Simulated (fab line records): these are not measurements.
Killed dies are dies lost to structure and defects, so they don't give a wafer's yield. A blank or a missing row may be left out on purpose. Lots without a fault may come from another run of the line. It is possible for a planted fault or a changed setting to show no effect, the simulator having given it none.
What tool caused it? / flow n5_finfet / Sampling: 9 lots, 25 wafers, 7 of 1938 route steps

## WHAT EACH GAUGE READ, for each wafer
N5_BEOL_M0_SAQP_THK_MEAS_05.
lot=L676; measured=day 5 11:22; on=film_metro-01; thk_nm (nm)=58.8 59.6 60.7
lot=L677; measured=day 5 16:21; on=film_metro-02; thk_nm (nm)=59.4 59.5 61.5
lot=L680; measured=day 6 12:02; on=film_metro-02; thk_nm (nm)=60.2 61.3 60.9
lot=L684; measured=day 7 09:31; on=film_metro-02; thk_nm (nm)=60.2 72.4
lot=L686; measured=day 7 20:36; on=film_metro-01; thk_nm (nm)=72.8 59.4
lot=L693; measured=day 9 23:49; on=film_metro-02; thk_nm (nm)=58.9 61.0 60.5
lot=L695; measured=day 10 03:59; on=film_metro-02; thk_nm (nm)=60.5 61.8 60.4
lot=L696; measured=day 10 07:35; on=film_metro-02; thk_nm (nm)=59.8 59.7 60.3
lot=L699; measured=day 11 04:32; on=film_metro-01; thk_nm (nm)=59.1 60.9 60.2

N5_BEOL_M4_RC_MEAS_101.
lot=L676; measured=day 7 20:11; on=prober-02; DIBL_N (mV/V)=36.5 37.0 37.2; DIBL_P (mV/V)=35.4 36.7 36.3; IOFF_N (nA/um)=0.134 0.155 0.149; IOFF_P (nA/um)=0.171 0.186 0.185; ION_N (uA/um)=664 688 660; ION_P (uA/um)=453 458 451; SS_N (mV/dec)=71.2 70.7 70.8; SS_P (mV/dec)=73.7 73.7 73.2; VT_N (mV)=250.4 248.1 251.0; VT_P (mV)=-256.0 -253.7 -256.5
lot=L677; measured=day 8 09:56; on=prober-01; DIBL_N (mV/V)=37.4 38.5 36.1; DIBL_P (mV/V)=35.4 37.0 33.7; IOFF_N (nA/um)=0.145 0.171 0.129; IOFF_P (nA/um)=0.213 0.250 0.190; ION_N (uA/um)=671 678 659; ION_P (uA/um)=465 470 459; SS_N (mV/dec)=70.9 71.7 71.3; SS_P (mV/dec)=73.9 74.0 73.2; VT_N (mV)=251.9 249.3 254.3; VT_P (mV)=-249.3 -245.5 -250.1
lot=L680; measured=day 8 21:29; on=prober-01; DIBL_N (mV/V)=35.8 35.2 34.1; DIBL_P (mV/V)=35.7 34.7 34.3; IOFF_N (nA/um)=0.163 0.154 0.136; IOFF_P (nA/um)=0.214 0.195 0.186; ION_N (uA/um)=678 676 664; ION_P (uA/um)=462 460 460; SS_N (mV/dec)=70.9 71.1 70.7; SS_P (mV/dec)=73.4 73.3 72.3; VT_N (mV)=250.3 250.3 253.4; VT_P (mV)=-252.0 -250.5 -251.6
lot=L684; measured=day 9 21:47; on=prober-01; DIBL_N (mV/V)=35.3 35.9; DIBL_P (mV/V)=38.5 37.9; IOFF_N (nA/um)=0.150 0.158; IOFF_P (nA/um)=0.253 0.246; ION_N (uA/um)=665 671; ION_P (uA/um)=468 469; SS_N (mV/dec)=71.6 71.8; SS_P (mV/dec)=73.5 74.0; VT_N (mV)=251.1 251.9; VT_P (mV)=-244.9 -246.6
lot=L686; measured=day 10 03:02; on=prober-01; DIBL_N (mV/V)=36.6 36.8; DIBL_P (mV/V)=35.7 35.6; IOFF_N (nA/um)=0.166 0.178; IOFF_P (nA/um)=0.235 0.235; ION_N (uA/um)=669 674; ION_P (uA/um)=464 465; SS_N (mV/dec)=70.9 71.5; SS_P (mV/dec)=73.8 73.2; VT_N (mV)=247.2 247.5; VT_P (mV)=-249.2 -249.1
lot=L693; measured=day 12 08:25; on=prober-01; DIBL_N (mV/V)=37.9 36.9 38.5; DIBL_P (mV/V)=38.7 37.5 39.4; IOFF_N (nA/um)=0.222 0.207 0.247; IOFF_P (nA/um)=0.244 0.225 0.256; ION_N (uA/um)=696 697 703; ION_P (uA/um)=468 468 469; SS_N (mV/dec)=72.3 71.7 71.3; SS_P (mV/dec)=73.6 74.4 74.2; VT_N (mV)=246.7 245.8 242.5; VT_P (mV)=-248.5 -249.9 -246.1
lot=L695; measured=day 12 10:05; on=prober-02; DIBL_N (mV/V)=35.5 33.9 33.8; DIBL_P (mV/V)=36.2 34.6 34.8; IOFF_N (nA/um)=0.152 0.122 0.130; IOFF_P (nA/um)=0.214 0.175 0.185; ION_N (uA/um)=684 674 661; ION_P (uA/um)=466 464 457; SS_N (mV/dec)=71.0 70.9 71.7; SS_P (mV/dec)=73.3 73.0 72.7; VT_N (mV)=251.5 252.6 251.3; VT_P (mV)=-250.4 -253.9 -253.2
lot=L696; measured=day 13 00:23; on=prober-01; DIBL_N (mV/V)=37.0 36.1 36.7; DIBL_P (mV/V)=37.4 36.9 37.4; IOFF_N (nA/um)=0.161 0.150 0.152; IOFF_P (nA/um)=0.218 0.207 0.208; ION_N (uA/um)=674 677 669; ION_P (uA/um)=463 464 464; SS_N (mV/dec)=71.5 72.0 71.9; SS_P (mV/dec)=73.1 72.8 73.1; VT_N (mV)=247.9 247.4 248.8; VT_P (mV)=-252.6 -249.7 -250.3
lot=L699; measured=day 13 15:23; on=prober-02; DIBL_N (mV/V)=37.4 36.6 37.8; DIBL_P (mV/V)=37.1 36.1 36.8; IOFF_N (nA/um)=0.184 0.164 0.174; IOFF_P (nA/um)=0.225 0.212 0.218; ION_N (uA/um)=675 674 678; ION_P (uA/um)=464 457 459; SS_N (mV/dec)=71.4 71.6 71.2; SS_P (mV/dec)=73.8 73.7 74.1; VT_N (mV)=246.9 251.0 249.6; VT_P (mV)=-250.5 -251.4 -249.9

## EACH LOT AND THE TOOL THAT RAN IT (in order: tool; ch and the chambers of the sampled wafers; start)
lot=L676; N5_MOL_CONTACT_COAG_ETCH_124=rie_diel-04 ch 0,1,2, day 5 05:47; N5_MOL_CONTACT_COAG_CVD_140=cvd_w-02 ch 0,1, day 5 06:14; N5_BEOL_M0_SAQP_HM_DEP_02=pvd_sputter-01, day 5 11:02; N5_BEOL_M0_SAQP_PECVD_04=pecvd-02 ch 1,2, day 5 11:16; N5_BEOL_M0_SAQP_MANDREL_ETCH_20=rie_si-02 ch 2,3, day 5 12:05
lot=L677; N5_MOL_CONTACT_COAG_ETCH_124=rie_diel-02 ch 0,2,3, day 5 09:47; N5_MOL_CONTACT_COAG_CVD_140=cvd_w-02 ch 0,1, day 5 10:14; N5_BEOL_M0_SAQP_HM_DEP_02=pvd_sputter-02, day 5 16:01; N5_BEOL_M0_SAQP_PECVD_04=pecvd-04 ch 1,2, day 5 16:16; N5_BEOL_M0_SAQP_MANDREL_ETCH_20=rie_si-02 ch 1,2,3, day 5 17:04
lot=L680; N5_MOL_CONTACT_COAG_ETCH_124=rie_diel-04 ch 0,3, day 6 03:34; N5_MOL_CONTACT_COAG_CVD_140=cvd_w-01 ch 0,1, day 6 04:06; N5_BEOL_M0_SAQP_HM_DEP_02=pvd_sputter-02, day 6 11:43; N5_BEOL_M0_SAQP_PECVD_04=pecvd-04 ch 0,1, day 6 11:56; N5_BEOL_M0_SAQP_MANDREL_ETCH_20=rie_si-06 ch 0,3, day 6 12:47
lot=L684; N5_MOL_CONTACT_COAG_ETCH_124=rie_diel-04 ch 1,3, day 7 03:29; N5_MOL_CONTACT_COAG_CVD_140=cvd_w-02 ch 1, day 7 03:57; N5_BEOL_M0_SAQP_HM_DEP_02=pvd_sputter-02, day 7 09:11; N5_BEOL_M0_SAQP_PECVD_04=pecvd-04 ch 1,2, day 7 09:26; N5_BEOL_M0_SAQP_MANDREL_ETCH_20=rie_si-02 ch 0,1, day 7 10:40
lot=L686; N5_MOL_CONTACT_COAG_ETCH_124=rie_diel-02 ch 1,2, day 7 15:24; N5_MOL_CONTACT_COAG_CVD_140=cvd_w-02 ch 0,1, day 7 15:51; N5_BEOL_M0_SAQP_HM_DEP_02=pvd_sputter-02, day 7 20:16; N5_BEOL_M0_SAQP_PECVD_04=pecvd-04 ch 0,2, day 7 20:31; N5_BEOL_M0_SAQP_MANDREL_ETCH_20=rie_si-02 ch 0,1, day 7 21:30
lot=L693; N5_MOL_CONTACT_COAG_ETCH_124=rie_diel-02 ch 0,1, day 9 18:02; N5_MOL_CONTACT_COAG_CVD_140=cvd_w-01 ch 0,1, day 9 18:34; N5_BEOL_M0_SAQP_HM_DEP_02=pvd_sputter-02, day 9 23:29; N5_BEOL_M0_SAQP_PECVD_04=pecvd-02 ch 0,1, day 9 23:43; N5_BEOL_M0_SAQP_MANDREL_ETCH_20=rie_si-05 ch 1,2,3, day 10 00:40
lot=L695; N5_MOL_CONTACT_COAG_ETCH_124=rie_diel-04 ch 0,1,2, day 9 21:59; N5_MOL_CONTACT_COAG_CVD_140=cvd_w-01 ch 0,1, day 9 22:26; N5_BEOL_M0_SAQP_HM_DEP_02=pvd_sputter-03, day 10 03:38; N5_BEOL_M0_SAQP_PECVD_04=pecvd-02 ch 0,1, day 10 03:53; N5_BEOL_M0_SAQP_MANDREL_ETCH_20=rie_si-05 ch 0,2, day 10 05:15
lot=L696; N5_MOL_CONTACT_COAG_ETCH_124=rie_diel-04 ch 0,2,3, day 10 02:41; N5_MOL_CONTACT_COAG_CVD_140=cvd_w-02 ch 0,1, day 10 03:08; N5_BEOL_M0_SAQP_HM_DEP_02=pvd_sputter-03, day 10 07:15; N5_BEOL_M0_SAQP_PECVD_04=pecvd-02 ch 0,1,2, day 10 07:29; N5_BEOL_M0_SAQP_MANDREL_ETCH_20=rie_si-05 ch 1,2,3, day 10 08:27
lot=L699; N5_MOL_CONTACT_COAG_ETCH_124=rie_diel-04 ch 0,2, day 10 22:47; N5_MOL_CONTACT_COAG_CVD_140=cvd_w-01 ch 0,1, day 10 23:19; N5_BEOL_M0_SAQP_HM_DEP_02=pvd_sputter-03, day 11 04:13; N5_BEOL_M0_SAQP_PECVD_04=pecvd-01 ch 1,2, day 11 04:27; N5_BEOL_M0_SAQP_MANDREL_ETCH_20=rie_si-06 ch 0,1, day 11 05:28
- N5_MOL_CONTACT_COAG_ETCH_124: etches SiNx in CH3F/O2, stops on SiOC, target depth 6.5 nm.
- N5_MOL_CONTACT_COAG_CVD_140: deposits W, target thk 66.5 nm, time 215 s.
- N5_BEOL_M0_SAQP_HM_DEP_02: deposits TiN, target thk 12 nm.
- N5_BEOL_M0_SAQP_PECVD_04: deposits a-Si from SiH4/He, target thk 60 nm, time 60.2 s.
- N5_BEOL_M0_SAQP_MANDREL_ETCH_20: etches a-Si in HBr/Cl2, stops on SiNx, target depth 60 nm, bt time 10 s, time 30 s.

## WHAT THE TOOLS THEMSELVES READ (means of the sampled wafers that have a number; where no wafer has one, the mark that the record gives instead)
N5_MOL_CONTACT_COAG_ETCH_124.
lot=L676; tool=rie_diel-04; drypump_motor_current_A (A)=5.3; oes_product_au (a.u.)=0.68; rf_vpp_V (V)=299; showerhead_plenum_p_Torr (Torr)=2.02; throttle_valve_pct (%)=16.57
lot=L677; tool=rie_diel-02; drypump_motor_current_A (A)=5.2; oes_product_au (a.u.)=0.65; rf_vpp_V (V)=296; showerhead_plenum_p_Torr (Torr)=1.98; throttle_valve_pct (%)=16.52
lot=L680; tool=rie_diel-04; drypump_motor_current_A (A)=5.5; oes_product_au (a.u.)=0.77; rf_vpp_V (V)=300; showerhead_plenum_p_Torr (Torr)=2.04; throttle_valve_pct (%)=16.35
lot=L684; tool=rie_diel-04; drypump_motor_current_A (A)=5.1; oes_product_au (a.u.)=0.65; rf_vpp_V (V)=296; showerhead_plenum_p_Torr (Torr)=2.00; throttle_valve_pct (%)=16.47
lot=L686; tool=rie_diel-02; drypump_motor_current_A (A)=5.2; oes_product_au (a.u.)=0.71; rf_vpp_V (V)=298; showerhead_plenum_p_Torr (Torr)=1.94; throttle_valve_pct (%)=16.36
lot=L693; tool=rie_diel-02; drypump_motor_current_A (A)=5.5; oes_product_au (a.u.)=0.68; rf_vpp_V (V)=297; showerhead_plenum_p_Torr (Torr)=1.98; throttle_valve_pct (%)=16.47
lot=L695; tool=rie_diel-04; drypump_motor_current_A (A)=5.2; oes_product_au (a.u.)=0.70; rf_vpp_V (V)=299; showerhead_plenum_p_Torr (Torr)=2.01; throttle_valve_pct (%)=16.49
lot=L696; tool=rie_diel-04; drypump_motor_current_A (A)=5.5; oes_product_au (a.u.)=0.73; rf_vpp_V (V)=298; showerhead_plenum_p_Torr (Torr)=2.03; throttle_valve_pct (%)=16.44
lot=L699; tool=rie_diel-04; drypump_motor_current_A (A)=5.5; oes_product_au (a.u.)=0.74; rf_vpp_V (V)=300; showerhead_plenum_p_Torr (Torr)=2.03; throttle_valve_pct (%)=16.44

N5_MOL_CONTACT_COAG_CVD_140.
lot=L676; tool=cvd_w-02; heater_power_w (W)=485
lot=L677; tool=cvd_w-02; heater_power_w (W)=501
lot=L680; tool=cvd_w-01; heater_power_w (W)=523
lot=L684; tool=cvd_w-02; heater_power_w (W)=470
lot=L686; tool=cvd_w-02; heater_power_w (W)=494
lot=L693; tool=cvd_w-01; heater_power_w (W)=531
lot=L695; tool=cvd_w-01; heater_power_w (W)=478
lot=L696; tool=cvd_w-02; heater_power_w (W)=495
lot=L699; tool=cvd_w-01; heater_power_w (W)=476

N5_BEOL_M0_SAQP_HM_DEP_02.
lot=L676; tool=pvd_sputter-01; throttle_valve_pct (%)=28.6
lot=L677; tool=pvd_sputter-02; throttle_valve_pct (%)=29.5
lot=L680; tool=pvd_sputter-02; throttle_valve_pct (%)=29.6
lot=L684; tool=pvd_sputter-02; throttle_valve_pct (%)=29.2
lot=L686; tool=pvd_sputter-02; throttle_valve_pct (%)=29.5
lot=L693; tool=pvd_sputter-02; throttle_valve_pct (%)=29.6
lot=L695; tool=pvd_sputter-03; throttle_valve_pct (%)=29.5
lot=L696; tool=pvd_sputter-03; throttle_valve_pct (%)=29.7
lot=L699; tool=pvd_sputter-03; throttle_valve_pct (%)=29.9

N5_BEOL_M0_SAQP_PECVD_04.
lot=L676; tool=pecvd-02; heater_power_w (W)=630; showerhead_plenum_p_Torr (Torr)=5.65; throttle_valve_pct (%)=17.3
lot=L677; tool=pecvd-04; heater_power_w (W)=573; showerhead_plenum_p_Torr (Torr)=5.65; throttle_valve_pct (%)=19.1
lot=L680; tool=pecvd-04; heater_power_w (W)=557; showerhead_plenum_p_Torr (Torr)=5.62; throttle_valve_pct (%)=19.3
lot=L684; tool=pecvd-04; heater_power_w (W)=576; showerhead_plenum_p_Torr (Torr)=5.66; throttle_valve_pct (%)=18.9
lot=L686; tool=pecvd-04; heater_power_w (W)=580; showerhead_plenum_p_Torr (Torr)=5.72; throttle_valve_pct (%)=18.4
lot=L693; tool=pecvd-02; heater_power_w (W)=614; showerhead_plenum_p_Torr (Torr)=5.69; throttle_valve_pct (%)=17.9
lot=L695; tool=pecvd-02; heater_power_w (W)=680; showerhead_plenum_p_Torr (Torr)=5.73; throttle_valve_pct (%)=18.2
lot=L696; tool=pecvd-02; heater_power_w (W)=680; showerhead_plenum_p_Torr (Torr)=5.68; throttle_valve_pct (%)=17.5
lot=L699; tool=pecvd-01; heater_power_w (W)=644; showerhead_plenum_p_Torr (Torr)=5.73; throttle_valve_pct (%)=17.2

N5_BEOL_M0_SAQP_MANDREL_ETCH_20.
lot=L676; tool=rie_si-02; drypump_motor_current_A (A)=5.4; oes_product_au (a.u.)=0.759; throttle_valve_pct (%)=35.10
lot=L677; tool=rie_si-02; drypump_motor_current_A (A)=5.7; oes_product_au (a.u.)=0.768; throttle_valve_pct (%)=35.21
lot=L680; tool=rie_si-06; drypump_motor_current_A (A)=5.5; oes_product_au (a.u.)=0.776; throttle_valve_pct (%)=35.32
lot=L684; tool=rie_si-02; drypump_motor_current_A (A)=5.4; oes_product_au (a.u.)=0.817; throttle_valve_pct (%)=35.23
lot=L686; tool=rie_si-02; drypump_motor_current_A (A)=5.3; oes_product_au (a.u.)=0.818; throttle_valve_pct (%)=35.23
lot=L693; tool=rie_si-05; drypump_motor_current_A (A)=5.5; oes_product_au (a.u.)=0.782; throttle_valve_pct (%)=35.38
lot=L695; tool=rie_si-05; drypump_motor_current_A (A)=5.4; oes_product_au (a.u.)=0.788; throttle_valve_pct (%)=35.61
lot=L696; tool=rie_si-05; drypump_motor_current_A (A)=5.5; oes_product_au (a.u.)=0.783; throttle_valve_pct (%)=35.39
lot=L699; tool=rie_si-06; drypump_motor_current_A (A)=5.2; oes_product_au (a.u.)=0.757; throttle_valve_pct (%)=35.45

## THE ANSWER, worked out from the rows above alone
Rule: usual is defined by the lots themselves. Put in order of their means at a reading, lots are off if they are a third of the lots or fewer, leave a main group of 4 or more, and stand apart from it by a gap of 3 or more times the standard deviation of the main group's means; of several such gaps the widest counts. The tables above print the reading to a certain number of digits; a main group whose means all agree to those digits is not used. Also off: a lot with no number at a reading for which 4 or more lots have one. The other lots that the step has rows for count as sound. Order of review: gauges by route order, followed by the tools' own readings, for which a lot's mean as printed above is used. At the first step where some lot is off, the reading lying furthest off is the one used; lots without a number count as furthest.
Off: L684, L686 (N5_BEOL_M0_SAQP_THK_MEAS_05, thk_nm). For the main group the mean is 60.2 nm and the standard deviation 0.41.
If a tool, at a process step before that reading, ran all the lots that are off and no sound lot after the first of them, it fits. Those tools and the gauges at N5_BEOL_M0_SAQP_THK_MEAS_05 are tried in the same way. One candidate fits, namely pecvd-04 at N5_BEOL_M0_SAQP_PECVD_04. A fault onset in the window from L680 (day 6 11:56, its last sound lot) to L684 (day 7 09:26, its first lot off) fits.

## WHAT HAD BEEN PUT IN BY THE SIMULATOR
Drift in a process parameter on pecvd-04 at N5_BEOL_M0_SAQP_PECVD_04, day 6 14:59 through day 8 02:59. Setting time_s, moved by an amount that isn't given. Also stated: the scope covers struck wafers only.
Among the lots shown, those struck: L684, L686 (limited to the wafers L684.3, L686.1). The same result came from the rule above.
